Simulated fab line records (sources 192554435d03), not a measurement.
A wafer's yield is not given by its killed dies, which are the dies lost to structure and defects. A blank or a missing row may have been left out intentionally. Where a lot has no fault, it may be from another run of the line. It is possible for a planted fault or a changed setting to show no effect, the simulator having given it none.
Which tool did it? / flow n5 finfet / 24 lots with 72 wafers sampled at 6 steps, on a route of 1938 steps

== WHAT THE GAUGES SHOWED, per wafer ==
N5_START_INSPECT_01: inspects for defects (unpatterned scan). Usual: raw defect count 5.8, standard deviation 2.5.
lot=L074; measured=day 1 12:02; on=defect inspect-01; raw defect count=5 7 4; flag=
lot=L075; measured=day 1 18:02; on=defect inspect-02; raw defect count=4 8 10; flag=
lot=L076; measured=day 2 00:02; on=defect inspect-02; raw defect count=3 4 10; flag=
lot=L077; measured=day 2 06:02; on=defect inspect-01; raw defect count=4 4 8; flag=
lot=L078; measured=day 2 12:02; on=defect inspect-02; raw defect count=7 5 6; flag=
lot=L079; measured=day 2 18:02; on=defect inspect-02; raw defect count=2 6 5; flag=
lot=L080; measured=day 3 00:02; on=defect inspect-02; raw defect count=4 9 8; flag=
lot=L081; measured=day 3 06:19; on=defect inspect-02; raw defect count=5 8 6; flag=
lot=L082; measured=day 3 12:02; on=defect inspect-02; raw defect count=9 10 5; flag=
lot=L083; measured=day 3 18:02; on=defect inspect-02; raw defect count=10 4 7; flag=
lot=L084; measured=day 4 00:02; on=defect inspect-02; raw defect count=5 6 3; flag=
lot=L085; measured=day 4 06:02; on=defect inspect-02; raw defect count=4 4 6; flag=
lot=L086; measured=day 4 12:02; on=defect inspect-02; raw defect count=6 5 5; flag=
lot=L087; measured=day 4 18:02; on=defect inspect-02; raw defect count=9 3 5; flag=
lot=L088; measured=day 5 00:02; on=defect inspect-01; raw defect count=5 8 9; flag=
lot=L089; measured=day 5 06:02; on=defect inspect-02; raw defect count=3 4 3; flag=
lot=L090; measured=day 5 12:02; on=defect inspect-02; raw defect count=7 4 4; flag=
lot=L091; measured=day 5 18:02; on=defect inspect-01; raw defect count=4 4 7; flag=
lot=L092; measured=day 6 00:02; on=defect inspect-01; raw defect count=3 5 5; flag=
lot=L093; measured=day 6 06:02; on=defect inspect-02; raw defect count=6 3 4; flag=
lot=L094; measured=day 6 12:02; on=defect inspect-02; raw defect count=7 4 5; flag=
lot=L095; measured=day 6 18:02; on=defect inspect-02; raw defect count=3 11 6; flag=
lot=L096; measured=day 7 00:02; on=defect inspect-01; raw defect count=11 7 9; flag=
lot=L097; measured=day 7 06:02; on=defect inspect-01; raw defect count=7 7 4; flag=

N5_WELL_APT_INSPECT_27: inspects for defects (macro). Usual: raw defect count 2.2, standard deviation 1.4.
lot=L074; measured=day 1 15:19; on=defect inspect-02; raw defect count=2 4 2; flag=
lot=L075; measured=day 1 20:55; on=defect inspect-01; raw defect count=2 3 2; flag=
lot=L076; measured=day 2 02:54; on=defect inspect-02; raw defect count=3 4 3; flag=
lot=L077; measured=day 2 09:02; on=defect inspect-01; raw defect count=4 2 1; flag=
lot=L078; measured=day 2 14:59; on=defect inspect-02; raw defect count=1 0 2; flag=
lot=L079; measured=day 2 20:56; on=defect inspect-02; raw defect count=1 1 2; flag=
lot=L080; measured=day 3 03:01; on=defect inspect-02; raw defect count=2 5 0; flag=
lot=L081; measured=day 3 09:24; on=defect inspect-02; raw defect count=1 3 1; flag=
lot=L082; measured=day 3 15:21; on=defect inspect-02; raw defect count=5 4 3; flag=
lot=L083; measured=day 3 21:20; on=defect inspect-02; raw defect count=3 3 0; flag=
lot=L084; measured=day 4 02:53; on=defect inspect-02; raw defect count=1 4 2; flag=
lot=L085; measured=day 4 09:05; on=defect inspect-02; raw defect count=4 3 1; flag=
lot=L086; measured=day 4 15:32; on=defect inspect-01; raw defect count=2 1 4; flag=
lot=L087; measured=day 4 21:08; on=defect inspect-01; raw defect count=2 2 3; flag=
lot=L088; measured=day 5 02:52; on=defect inspect-01; raw defect count=2 1 2; flag=
lot=L089; measured=day 5 09:23; on=defect inspect-01; raw defect count=1 4 2; flag=
lot=L090; measured=day 5 15:33; on=defect inspect-01; raw defect count=2 0 3; flag=
lot=L091; measured=day 5 21:10; on=defect inspect-01; raw defect count=1 2 1; flag=
lot=L092; measured=day 6 02:47; on=defect inspect-01; raw defect count=1 4 3; flag=
lot=L093; measured=day 6 09:08; on=defect inspect-01; raw defect count=1 2 1; flag=
lot=L094; measured=day 6 14:59; on=defect inspect-02; raw defect count=4 3 3; flag=
lot=L095; measured=day 6 20:59; on=defect inspect-01; raw defect count=0 3 2; flag=
lot=L096; measured=day 7 02:44; on=defect inspect-01; raw defect count=2 2 8; flag=
lot=L097; measured=day 7 09:18; on=defect inspect-01; raw defect count=2 3 2; flag=

N5_PMOS_HMC_CHANNEL_EPI_INSPECT_30: inspects for defects (darkfield). Usual: raw defect count 18, standard deviation 6.4.
lot=L074; measured=day 1 20:37; on=defect inspect-02; raw defect count=14 31 17; flag=
lot=L075; measured=day 2 02:58; on=defect inspect-01; raw defect count=17 9 15; flag=
lot=L076; measured=day 2 07:44; on=defect inspect-02; raw defect count=17 23 23; flag=
lot=L077; measured=day 2 14:08; on=defect inspect-02; raw defect count=22 37 22; flag=
lot=L078; measured=day 2 19:58; on=defect inspect-02; raw defect count=29 7 19; flag=
lot=L079; measured=day 3 02:41; on=defect inspect-02; raw defect count=18 31 20; flag=
lot=L080; measured=day 3 08:23; on=defect inspect-02; raw defect count=19 24 6; flag=
lot=L081; measured=day 3 14:22; on=defect inspect-02; raw defect count=18 13 30; flag=
lot=L082; measured=day 3 20:52; on=defect inspect-02; raw defect count=7 17 16; flag=
lot=L083; measured=day 4 02:22; on=defect inspect-02; raw defect count=20 9 20; flag=
lot=L084; measured=day 4 08:17; on=defect inspect-02; raw defect count=12 15 21; flag=
lot=L085; measured=day 4 14:05; on=defect inspect-01; raw defect count=12 16 15; flag=
lot=L086; measured=day 4 21:01; on=defect inspect-01; raw defect count=15 17 15; flag=
lot=L087; measured=day 5 02:35; on=defect inspect-01; raw defect count=21 17 21; flag=
lot=L088; measured=day 5 08:11; on=defect inspect-02; raw defect count=30 17 15; flag=
lot=L089; measured=day 5 15:02; on=defect inspect-01; raw defect count=21 20 18; flag=
lot=L090; measured=day 5 21:13; on=defect inspect-01; raw defect count=15 19 22; flag=
lot=L091; measured=day 6 03:13; on=defect inspect-01; raw defect count=14 25 23; flag=
lot=L092; measured=day 6 08:27; on=defect inspect-02; raw defect count=21 15 19; flag=
lot=L093; measured=day 6 14:37; on=defect inspect-02; raw defect count=15 22 14; flag=
lot=L094; measured=day 6 20:30; on=defect inspect-02; raw defect count=20 11 31; flag=
lot=L095; measured=day 7 02:04; on=defect inspect-01; raw defect count=13 8 9; flag=
lot=L096; measured=day 7 07:56; on=defect inspect-02; raw defect count=17 27 33; flag=
lot=L097; measured=day 7 14:16; on=defect inspect-02; raw defect count=20 12 9; flag=

N5_FIN_SAQP_OVL_MEAS_17. Usual: FIN_CORE_OVL gives 0.5 nm (standard deviation 0.84).
lot=L074; measured=day 1 22:01; on=overlay-02; FIN_CORE_OVL (nm)=0.1 -0.3 0.2; flag=
lot=L075; measured=day 2 04:25; on=overlay-02; FIN_CORE_OVL (nm)=2.1 1.5 2.2; flag=
lot=L076; measured=day 2 09:26; on=overlay-02; FIN_CORE_OVL (nm)=0.3 0.4 1.5; flag=
lot=L077; measured=day 2 15:24; on=overlay-01; FIN_CORE_OVL (nm)=0.0 0.6 1.3; flag=
lot=L078; measured=day 2 21:22; on=overlay-01; FIN_CORE_OVL (nm)=1.0 0.5 0.4; flag=
lot=L079; measured=day 3 04:07; on=overlay-01; FIN_CORE_OVL (nm)=-0.3 -1.0 -1.4; flag=
lot=L080; measured=day 3 09:51; on=overlay-01; FIN_CORE_OVL (nm)=1.1 0.5 0.7; flag=
lot=L081; measured=day 3 15:55; on=overlay-02; FIN_CORE_OVL (nm)=-0.5 0.5 0.5; flag=
lot=L082; measured=day 3 22:10; on=overlay-02; FIN_CORE_OVL (nm)=-0.1 0.6 0.3; flag=
lot=L083; measured=day 4 03:48; on=overlay-02; FIN_CORE_OVL (nm)=0.1 0.5 1.3; flag=
lot=L084; measured=day 4 09:49; on=overlay-02; FIN_CORE_OVL (nm)=1.1 0.8 0.0; flag=
lot=L085; measured=day 4 15:44; on=overlay-02; FIN_CORE_OVL (nm)=0.9 -0.4 1.0; flag=
lot=L086; measured=day 4 22:46; on=overlay-01; FIN_CORE_OVL (nm)=-0.6 0.8 -1.1; flag=
lot=L087; measured=day 5 04:07; on=overlay-02; FIN_CORE_OVL (nm)=1.3 1.3 0.5; flag=
lot=L088; measured=day 5 09:33; on=overlay-02; FIN_CORE_OVL (nm)=0.1 2.0 2.4; flag=
lot=L089; measured=day 5 16:26; on=overlay-02; FIN_CORE_OVL (nm)=0.9 1.4 0.7; flag=
lot=L090; measured=day 5 22:28; on=overlay-02; FIN_CORE_OVL (nm)=0.6 -0.5 2.4; flag=
lot=L091; measured=day 6 04:26; on=overlay-01; FIN_CORE_OVL (nm)=-0.5 -0.6 -0.4; flag=
lot=L092; measured=day 6 10:54; on=overlay-02; FIN_CORE_OVL (nm)=2.3 0.9 2.1; flag=
lot=L093; measured=day 6 15:50; on=overlay-02; FIN_CORE_OVL (nm)=-0.3 -0.8 -0.4; flag=
lot=L094; measured=day 6 21:52; on=overlay-01; FIN_CORE_OVL (nm)=1.7 1.0 1.9; flag=
lot=L095; measured=day 7 03:49; on=overlay-01; FIN_CORE_OVL (nm)=2.2 -0.1 0.1; flag=
lot=L096; measured=day 7 09:34; on=overlay-01; FIN_CORE_OVL (nm)=-0.2 -0.5 -1.2; flag=
lot=L097; measured=day 7 15:38; on=overlay-02; FIN_CORE_OVL (nm)=1.2 0.1 -0.2; flag=

== WHAT TOOL EACH LOT RAN ON (gives the tool, then ch and the chambers of the sampled wafers, and finally the start) ==
lot=L074; N5_WELL_APT_RTA_34=rtp anneal-02 ch 0, day 1 16:09; N5_PMOS_HMC_CHANNEL_EPI_DESCUM_14=rie diel-01 ch 0,2,3, day 1 17:27
lot=L075; N5_WELL_APT_RTA_34=rtp anneal-02 ch 0, day 1 21:58; N5_PMOS_HMC_CHANNEL_EPI_DESCUM_14=rie diel-04 ch 1,3, day 1 23:49
lot=L076; N5_WELL_APT_RTA_34=rtp anneal-01 ch 0, day 2 03:43; N5_PMOS_HMC_CHANNEL_EPI_DESCUM_14=rie diel-02 ch 0,1, day 2 05:00
lot=L077; N5_WELL_APT_RTA_34=rtp anneal-01 ch 0, day 2 09:56; N5_PMOS_HMC_CHANNEL_EPI_DESCUM_14=rie diel-01 ch 0,1, day 2 11:22
lot=L078; N5_WELL_APT_RTA_34=rtp anneal-02 ch 0, day 2 15:47; N5_PMOS_HMC_CHANNEL_EPI_DESCUM_14=rie diel-04 ch 1,2, day 2 17:14
lot=L079; N5_WELL_APT_RTA_34=rtp anneal-01 ch 0, day 2 21:51; N5_PMOS_HMC_CHANNEL_EPI_DESCUM_14=rie diel-02 ch 0,1,2, day 2 23:42
lot=L080; N5_WELL_APT_RTA_34=rtp anneal-02 ch 0, day 3 03:53; N5_PMOS_HMC_CHANNEL_EPI_DESCUM_14=rie diel-04 ch 0,1,2, day 3 05:15
lot=L081; N5_WELL_APT_RTA_34=rtp anneal-01 ch 0, day 3 10:13; N5_PMOS_HMC_CHANNEL_EPI_DESCUM_14=rie diel-02 ch 0,3, day 3 11:38
lot=L082; N5_WELL_APT_RTA_34=rtp anneal-02 ch 0, day 3 16:22; N5_PMOS_HMC_CHANNEL_EPI_DESCUM_14=rie diel-02 ch 0,2,3, day 3 17:55
lot=L083; N5_WELL_APT_RTA_34=rtp anneal-01 ch 0, day 3 22:11; N5_PMOS_HMC_CHANNEL_EPI_DESCUM_14=rie diel-02 ch 0,3, day 3 23:35
lot=L084; N5_WELL_APT_RTA_34=rtp anneal-01 ch 0, day 4 03:43; N5_PMOS_HMC_CHANNEL_EPI_DESCUM_14=rie diel-01 ch 0,1,3, day 4 05:32
lot=L085; N5_WELL_APT_RTA_34=rtp anneal-01 ch 0, day 4 09:53; N5_PMOS_HMC_CHANNEL_EPI_DESCUM_14=rie diel-01 ch 1,3, day 4 11:17
lot=L086; N5_WELL_APT_RTA_34=rtp anneal-02 ch 0, day 4 16:41; N5_PMOS_HMC_CHANNEL_EPI_DESCUM_14=rie diel-01 ch 0,1, day 4 18:16
lot=L087; N5_WELL_APT_RTA_34=rtp anneal-01 ch 0, day 4 21:57; N5_PMOS_HMC_CHANNEL_EPI_DESCUM_14=rie diel-02 ch 1,2, day 4 23:20
lot=L088; N5_WELL_APT_RTA_34=rtp anneal-01 ch 0, day 5 03:39; N5_PMOS_HMC_CHANNEL_EPI_DESCUM_14=rie diel-04 ch 0,1,3, day 5 04:56
lot=L089; N5_WELL_APT_RTA_34=rtp anneal-02 ch 0, day 5 10:11; N5_PMOS_HMC_CHANNEL_EPI_DESCUM_14=rie diel-02 ch 0,1,2, day 5 11:47
lot=L090; N5_WELL_APT_RTA_34=rtp anneal-02 ch 0, day 5 16:23; N5_PMOS_HMC_CHANNEL_EPI_DESCUM_14=rie diel-01 ch 1,2,3, day 5 17:58
lot=L091; N5_WELL_APT_RTA_34=rtp anneal-01 ch 0, day 5 21:59; N5_PMOS_HMC_CHANNEL_EPI_DESCUM_14=rie diel-04 ch 1,3, day 5 23:58
lot=L092; N5_WELL_APT_RTA_34=rtp anneal-01 ch 0, day 6 03:38; N5_PMOS_HMC_CHANNEL_EPI_DESCUM_14=rie diel-01 ch 0,1, day 6 05:12
lot=L093; N5_WELL_APT_RTA_34=rtp anneal-01 ch 0, day 6 10:10; N5_PMOS_HMC_CHANNEL_EPI_DESCUM_14=rie diel-02 ch 0,1,2, day 6 11:46
lot=L094; N5_WELL_APT_RTA_34=rtp anneal-01 ch 0, day 6 15:52; N5_PMOS_HMC_CHANNEL_EPI_DESCUM_14=rie diel-01 ch 1,2, day 6 17:46
lot=L095; N5_WELL_APT_RTA_34=rtp anneal-02 ch 0, day 6 21:48; N5_PMOS_HMC_CHANNEL_EPI_DESCUM_14=rie diel-04 ch 0,1,3, day 6 23:19
lot=L096; N5_WELL_APT_RTA_34=rtp anneal-02 ch 0, day 7 03:47; N5_PMOS_HMC_CHANNEL_EPI_DESCUM_14=rie diel-01 ch 1,2, day 7 05:12
lot=L097; N5_WELL_APT_RTA_34=rtp anneal-02 ch 0, day 7 10:06; N5_PMOS_HMC_CHANNEL_EPI_DESCUM_14=rie diel-02 ch 1,2,3, day 7 11:32
- N5_WELL_APT_RTA_34: time 10 s.
- N5_PMOS_HMC_CHANNEL_EPI_DESCUM_14: chemistry O2, time 7.9 s.

== AS READ BY THE TOOLS THEMSELVES (means over the sampled wafers that have a number; for cases with no such wafer, the mark the record gives instead) ==
N5_WELL_APT_RTA_34. Usual: lamp power pct 13.00 %, standard deviation 0.05; lamp_zone_4_pct 12.99 %, standard deviation 0.032; lamp_zone_6_pct 12.92 %, standard deviation 0.03; wafer_temp_C_max 1003.5, standard deviation 1.1.
lot=L074; tool=rtp anneal-02; lamp power pct (%)=13.00; lamp_zone_4_pct (%)=13.00; lamp_zone_6_pct (%)=12.93; wafer_temp_C_max=1002.8; flag=
lot=L075; tool=rtp anneal-02; lamp power pct (%)=12.99; lamp_zone_4_pct (%)=13.00; lamp_zone_6_pct (%)=12.93; wafer_temp_C_max=1004.5; flag=
lot=L076; tool=rtp anneal-01; lamp power pct (%)=13.02; lamp_zone_4_pct (%)=13.00; lamp_zone_6_pct (%)=12.91; wafer_temp_C_max=1003.2; flag=
lot=L077; tool=rtp anneal-01; lamp power pct (%)=13.04; lamp_zone_4_pct (%)=12.96; lamp_zone_6_pct (%)=12.93; wafer_temp_C_max=1002.4; flag=
lot=L078; tool=rtp anneal-02; lamp power pct (%)=13.07; lamp_zone_4_pct (%)=12.98; lamp_zone_6_pct (%)=12.96; wafer_temp_C_max=1003.2; flag=
lot=L079; tool=rtp anneal-01; lamp power pct (%)=13.01; lamp_zone_4_pct (%)=13.02; lamp_zone_6_pct (%)=12.91; wafer_temp_C_max=1003.6; flag=
lot=L080; tool=rtp anneal-02; lamp power pct (%)=12.97; lamp_zone_4_pct (%)=12.96; lamp_zone_6_pct (%)=12.90; wafer_temp_C_max=1003.5; flag=
lot=L081; tool=rtp anneal-01; lamp power pct (%)=13.03; lamp_zone_4_pct (%)=12.99; lamp_zone_6_pct (%)=12.91; wafer_temp_C_max=1003.2; flag=
lot=L082; tool=rtp anneal-02; lamp power pct (%)=13.03; lamp_zone_4_pct (%)=13.01; lamp_zone_6_pct (%)=12.95; wafer_temp_C_max=1003.3; flag=
lot=L083; tool=rtp anneal-01; lamp power pct (%)=13.04; lamp_zone_4_pct (%)=12.99; lamp_zone_6_pct (%)=12.91; wafer_temp_C_max=1004.3; flag=
lot=L084; tool=rtp anneal-01; lamp power pct (%)=13.01; lamp_zone_4_pct (%)=12.98; lamp_zone_6_pct (%)=12.92; wafer_temp_C_max=1003.0; flag=
lot=L085; tool=rtp anneal-01; lamp power pct (%)=12.97; lamp_zone_4_pct (%)=12.99; lamp_zone_6_pct (%)=12.89; wafer_temp_C_max=1004.1; flag=
lot=L086; tool=rtp anneal-02; lamp power pct (%)=12.98; lamp_zone_4_pct (%)=13.00; lamp_zone_6_pct (%)=12.93; wafer_temp_C_max=1004.1; flag=
lot=L087; tool=rtp anneal-01; lamp power pct (%)=13.03; lamp_zone_4_pct (%)=12.99; lamp_zone_6_pct (%)=12.91; wafer_temp_C_max=1004.1; flag=
lot=L088; tool=rtp anneal-01; lamp power pct (%)=12.99; lamp_zone_4_pct (%)=13.04; lamp_zone_6_pct (%)=12.92; wafer_temp_C_max=1003.7; flag=
lot=L089; tool=rtp anneal-02; lamp power pct (%)=13.03; lamp_zone_4_pct (%)=13.00; lamp_zone_6_pct (%)=12.94; wafer_temp_C_max=1003.5; flag=
lot=L090; tool=rtp anneal-02; lamp power pct (%)=13.00; lamp_zone_4_pct (%)=13.01; lamp_zone_6_pct (%)=12.90; wafer_temp_C_max=1002.4; flag=
lot=L091; tool=rtp anneal-01; lamp power pct (%)=13.01; lamp_zone_4_pct (%)=13.00; lamp_zone_6_pct (%)=12.94; wafer_temp_C_max=1002.3; flag=
lot=L092; tool=rtp anneal-01; lamp power pct (%)=12.99; lamp_zone_4_pct (%)=13.01; lamp_zone_6_pct (%)=12.93; wafer_temp_C_max=1004.6; flag=
lot=L093; tool=rtp anneal-01; lamp power pct (%)=12.97; lamp_zone_4_pct (%)=13.01; lamp_zone_6_pct (%)=12.93; wafer_temp_C_max=1002.9; flag=
lot=L094; tool=rtp anneal-01; lamp power pct (%)=13.00; lamp_zone_4_pct (%)=13.01; lamp_zone_6_pct (%)=12.97; wafer_temp_C_max=1003.2; flag=
lot=L095; tool=rtp anneal-02; lamp power pct (%)=13.00; lamp_zone_4_pct (%)=12.99; lamp_zone_6_pct (%)=12.92; wafer_temp_C_max=1004.2; flag=
lot=L096; tool=rtp anneal-02; lamp power pct (%)=12.99; lamp_zone_4_pct (%)=12.97; lamp_zone_6_pct (%)=12.92; wafer_temp_C_max=1002.4; flag=
lot=L097; tool=rtp anneal-02; lamp power pct (%)=13.01; lamp_zone_4_pct (%)=12.96; lamp_zone_6_pct (%)=12.94; wafer_temp_C_max=1003.8; flag=

N5_PMOS_HMC_CHANNEL_EPI_DESCUM_14. Usual: drypump motor current A 5.3 A, standard deviation 0.45; oes product au 0.77 a.u., standard deviation 0.054; rf vpp V 244.2 V, standard deviation 1.1; showerhead plenum p Torr 2.16 Torr, standard deviation 0.059; throttle valve pct 20.42 %, standard deviation 0.23.
lot=L074; tool=rie diel-01; drypump motor current A (A)=5.0; oes product au (a.u.)=0.79; rf vpp V (V)=244.8; showerhead plenum p Torr (Torr)=2.17; throttle valve pct (%)=20.30; flag=
lot=L075; tool=rie diel-04; drypump motor current A (A)=5.9; oes product au (a.u.)=0.74; rf vpp V (V)=242.3; showerhead plenum p Torr (Torr)=2.03; throttle valve pct (%)=20.34; flag=
lot=L076; tool=rie diel-02; drypump motor current A (A)=5.0; oes product au (a.u.)=0.75; rf vpp V (V)=244.8; showerhead plenum p Torr (Torr)=2.19; throttle valve pct (%)=20.37; flag=
lot=L077; tool=rie diel-01; drypump motor current A (A)=5.6; oes product au (a.u.)=0.77; rf vpp V (V)=244.9; showerhead plenum p Torr (Torr)=2.19; throttle valve pct (%)=20.34; flag=
lot=L078; tool=rie diel-04; drypump motor current A (A)=5.7; oes product au (a.u.)=0.74; rf vpp V (V)=242.1; showerhead plenum p Torr (Torr)=2.06; throttle valve pct (%)=20.40; flag=
lot=L079; tool=rie diel-02; drypump motor current A (A)=4.9; oes product au (a.u.)=0.80; rf vpp V (V)=244.2; showerhead plenum p Torr (Torr)=2.20; throttle valve pct (%)=20.48; flag=
lot=L080; tool=rie diel-04; drypump motor current A (A)=5.9; oes product au (a.u.)=0.73; rf vpp V (V)=242.5; showerhead plenum p Torr (Torr)=2.08; throttle valve pct (%)=20.50; flag=
lot=L081; tool=rie diel-02; drypump motor current A (A)=5.2; oes product au (a.u.)=0.76; rf vpp V (V)=244.3; showerhead plenum p Torr (Torr)=2.19; throttle valve pct (%)=20.36; flag=
lot=L082; tool=rie diel-02; drypump motor current A (A)=5.1; oes product au (a.u.)=0.81; rf vpp V (V)=245.3; showerhead plenum p Torr (Torr)=2.20; throttle valve pct (%)=20.46; flag=
lot=L083; tool=rie diel-02; drypump motor current A (A)=5.3; oes product au (a.u.)=0.81; rf vpp V (V)=245.6; showerhead plenum p Torr (Torr)=2.20; throttle valve pct (%)=20.22; flag=
lot=L084; tool=rie diel-01; drypump motor current A (A)=5.3; oes product au (a.u.)=0.76; rf vpp V (V)=244.0; showerhead plenum p Torr (Torr)=2.18; throttle valve pct (%)=20.36; flag=
lot=L085; tool=rie diel-01; drypump motor current A (A)=5.4; oes product au (a.u.)=0.74; rf vpp V (V)=244.8; showerhead plenum p Torr (Torr)=2.17; throttle valve pct (%)=20.51; flag=
lot=L086; tool=rie diel-01; drypump motor current A (A)=5.6; oes product au (a.u.)=0.75; rf vpp V (V)=244.4; showerhead plenum p Torr (Torr)=2.19; throttle valve pct (%)=20.37; flag=
lot=L087; tool=rie diel-02; drypump motor current A (A)=4.9; oes product au (a.u.)=0.84; rf vpp V (V)=245.6; showerhead plenum p Torr (Torr)=2.21; throttle valve pct (%)=20.59; flag=
lot=L088; tool=rie diel-04; drypump motor current A (A)=5.9; oes product au (a.u.)=0.73; rf vpp V (V)=243.5; showerhead plenum p Torr (Torr)=2.09; throttle valve pct (%)=20.48; flag=
lot=L089; tool=rie diel-02; drypump motor current A (A)=5.0; oes product au (a.u.)=0.79; rf vpp V (V)=244.4; showerhead plenum p Torr (Torr)=2.19; throttle valve pct (%)=20.50; flag=
lot=L090; tool=rie diel-01; drypump motor current A (A)=5.1; oes product au (a.u.)=0.75; rf vpp V (V)=244.2; showerhead plenum p Torr (Torr)=2.15; throttle valve pct (%)=20.49; flag=
lot=L091; tool=rie diel-04; drypump motor current A (A)=5.9; oes product au (a.u.)=0.72; rf vpp V (V)=242.3; showerhead plenum p Torr (Torr)=2.02; throttle valve pct (%)=20.38; flag=
lot=L092; tool=rie diel-01; drypump motor current A (A)=5.7; oes product au (a.u.)=0.73; rf vpp V (V)=245.1; showerhead plenum p Torr (Torr)=2.17; throttle valve pct (%)=20.54; flag=
lot=L093; tool=rie diel-02; drypump motor current A (A)=5.0; oes product au (a.u.)=0.78; rf vpp V (V)=245.0; showerhead plenum p Torr (Torr)=2.19; throttle valve pct (%)=20.50; flag=
lot=L094; tool=rie diel-01; drypump motor current A (A)=5.5; oes product au (a.u.)=0.72; rf vpp V (V)=244.1; showerhead plenum p Torr (Torr)=2.14; throttle valve pct (%)=20.67; flag=
lot=L095; tool=rie diel-04; drypump motor current A (A)=5.9; oes product au (a.u.)=0.72; rf vpp V (V)=242.8; showerhead plenum p Torr (Torr)=2.08; throttle valve pct (%)=20.49; flag=
lot=L096; tool=rie diel-01; drypump motor current A (A)=5.5; oes product au (a.u.)=0.72; rf vpp V (V)=243.7; showerhead plenum p Torr (Torr)=2.14; throttle valve pct (%)=20.68; flag=
lot=L097; tool=rie diel-02; drypump motor current A (A)=5.1; oes product au (a.u.)=0.81; rf vpp V (V)=244.4; showerhead plenum p Torr (Torr)=2.20; throttle valve pct (%)=20.39; flag=

== THE ANSWER, worked out from the rows above alone ==
Rule: a lot counts as off when the mean over its wafers that have a number is more than 3 standard deviations away from the usual mean. A lot without any number at a reading at which 4 lots or more have one is off too. The other lots that the step has rows for count as sound. After the gauges, taken in route order, come the tools' own readings; for these a lot's mean is taken, as printed above. The first step at which some lot is off is used, and at that step the reading that is off furthest; a lot without a number counts as furthest.
No lot is off on any of the readings shown, so nothing can be concluded from this.

== WHAT THE SIMULATOR PUT IN ==
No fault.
